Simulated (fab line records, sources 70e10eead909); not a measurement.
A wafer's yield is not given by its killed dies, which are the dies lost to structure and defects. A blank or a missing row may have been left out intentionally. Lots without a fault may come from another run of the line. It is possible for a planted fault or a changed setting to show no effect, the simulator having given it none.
8D (eight disciplines) problem report, filled in by code    flow nand harc    the parts of the form that need people (team, actions taken, sign-off) are left out

1. WHAT WENT WRONG
Wafers without a fault read 232.5 s, standard deviation 0.43; run length s at NHARC_A_STAIRCASE_TRIM_193 reads a mean of 187.1 s on 6 wafers belonging to 2 lots. So: -99 or more standard deviations from the usual mean.
The step: chemistry O2, time 211.2 s.
Earliest sighting: wafer L116.1 on rie diel-11 at day 20 03:20. The record holds 33 wafers of 11 lots with a number at this step. By rule, "out" or "out of limits" means more than 4 standard deviations away from the usual mean. The rest of the wafers with a number are treated as sound.

2. WHAT IT IS, WHAT IT ISN'T
question                     is                      is not
which readings at this step  run length s            drypump motor current A, oes product au, rf vpp V, showerhead plenum p Torr, throttle valve pct
which lots                   L116, L117              L106, L107, L108, L109, L121, L124, L125, L126, L127
which wafers of those lots   all that have a number  -
read on which tools          rie diel-11             rie diel-10, rie diel-13
when                         from day 20 03:20       up to then (12 sound wafers); but 15 sound wafers of L121, L124, L125, L126, L127 came after

3. WHAT RULES OUT EACH SUSPECT
Counting: a tool at any process step up to the reading remains a suspect when it ran all the lots that are out and ran no sound lot after the first of those.
- rie diel-11 at NHARC_A_STAIRCASE_DESCUM_186 (chemistry O2, time 3 s): ruled out as a lasting fault. After its first lot that is out, L116 (day 20 02:32), sound lots L126 ran on it.
- rie diel-11 at NHARC_A_STAIRCASE_TRIM_193 (chemistry O2, time 211.2 s): ruled out as a lasting fault. After its first lot that is out, L116 (day 20 03:20), sound lots L126 ran on it.
Left after counting: nothing in the record.

4. THE CAUSE (what the simulator had put in)
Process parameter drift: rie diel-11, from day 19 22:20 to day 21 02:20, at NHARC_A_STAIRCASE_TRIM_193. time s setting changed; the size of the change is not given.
Counting ruled it out, wrongly.

5. THE EFFECT CHAIN, in route order
Each row: a reading where the mean over the struck wafers with a number is more than 3 standard deviations away from the usual. Scope: only readings with a usual standard deviation given in the record; hours: median across lots of the time from each lot's start at the first step in this table that gives one to its start at this step; sigmas: change in usual standard deviations.
hours  step                        reading       usual    on struck wafers  change  sigmas
0      NHARC_A_STAIRCASE_TRIM_193  run length s  232.5 s  187.1             -45.4   -99 or more
It contains these process steps:
- NHARC_A_STAIRCASE_TRIM_193: chemistry O2, time 211.2 s.
At these later measuring or inspecting steps, every struck wafer for which the step has a row has a number for every such reading, and none has moved that far: NHARC_END_SORT_01.

6. HOW IT WOULD HAVE BEEN CAUGHT EARLIER
In this record the first reading out of limits was taken at day 20 03:20, 5 hours after the fault began at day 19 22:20.
